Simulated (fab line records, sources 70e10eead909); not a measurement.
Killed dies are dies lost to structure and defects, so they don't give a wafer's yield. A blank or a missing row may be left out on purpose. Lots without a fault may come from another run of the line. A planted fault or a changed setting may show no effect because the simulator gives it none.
Problem report in the 8D (eight disciplines) form, filled by code | flow nand_harc | the parts of the form that need people (team, actions taken, sign-off) are left out

1. THE PROBLEM
run_length_s at NHARC_P_GATE_ETCHBACK_37 reads a mean of 40.4 s on 2 wafers of 2 lots; wafers without a fault read 38.5 s with a standard deviation of 0.46. That is +4.1 standard deviations from the usual mean.
The step: etches the open film in CHF3/O2, target depth 34.5 nm, time 17.2 s.
First seen on wafer L663.6, day 9 20:23, on rie_diel-09. The record holds 35 wafers of 13 lots with a number at this step. Rule for "out", or "out of limits": more than 4 standard deviations from the usual mean. The other wafers with a number count as sound.

2. WHAT IT IS AND WHAT IT IS NOT
question                    | is                     | is not
which readings at this step | run_length_s           | drypump_motor_current_A, rf_vpp_V, showerhead_plenum_p_Torr, throttle_valve_pct
which lots                  | L663, L664             | L653, L654, L656, L657, L669, L671, L672, L673, L674, L675, L676
which wafers of those lots  | all that have a number | -
read on which tools         | rie_diel-09            | rie_diel-04, rie_diel-10
when                        | from day 9 20:23       | up to then (12 sound wafers); but 21 sound wafers of L669, L671, L672, L673, L674, L675, L676 came after

3. SUSPECTS, AND WHAT RULES EACH OUT
Counting: a tool at a process step up to the reading stays a suspect if it ran every lot that is out and no sound lot after the first of them.
- rie_diel-09 at NHARC_P_GATE_ETCHBACK_37 (etches the open film in CHF3/O2, target depth 34.5 nm, time 17.2 s): ruled out as a lasting fault. Sound lots L674, L675 ran on it after its first lot that is out, L663 (day 9 20:23).
Left after counting: nothing in the record.

4. THE CAUSE (what the simulator had put in)
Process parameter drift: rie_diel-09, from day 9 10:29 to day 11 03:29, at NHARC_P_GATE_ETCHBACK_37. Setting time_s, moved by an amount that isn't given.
Counting ruled it out, wrongly.

5. THE CHAIN OF EFFECTS, in route order
Each row: a reading whose mean over the struck wafers that have a number lies more than 3 standard deviations from the usual. Only readings for which the record gives a usual standard deviation are gone through. hours: the time from each lot's start at the first step in this table that gives one to its start at this step, as a median over the lots. sigmas: the change in usual standard deviations.
hours | step                     | reading      | usual  | on struck wafers | change | sigmas
0     | NHARC_P_GATE_ETCHBACK_37 | run_length_s | 38.5 s | 40.4             | +1.9   | +4.1
The process steps in it:
- NHARC_P_GATE_ETCHBACK_37: etches the open film in CHF3/O2, target depth 34.5 nm, time 17.2 s.

6. WHAT WOULD HAVE CAUGHT IT SOONER
In this record the first reading out of limits was taken at day 9 20:23, 10 hours after the fault began at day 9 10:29.
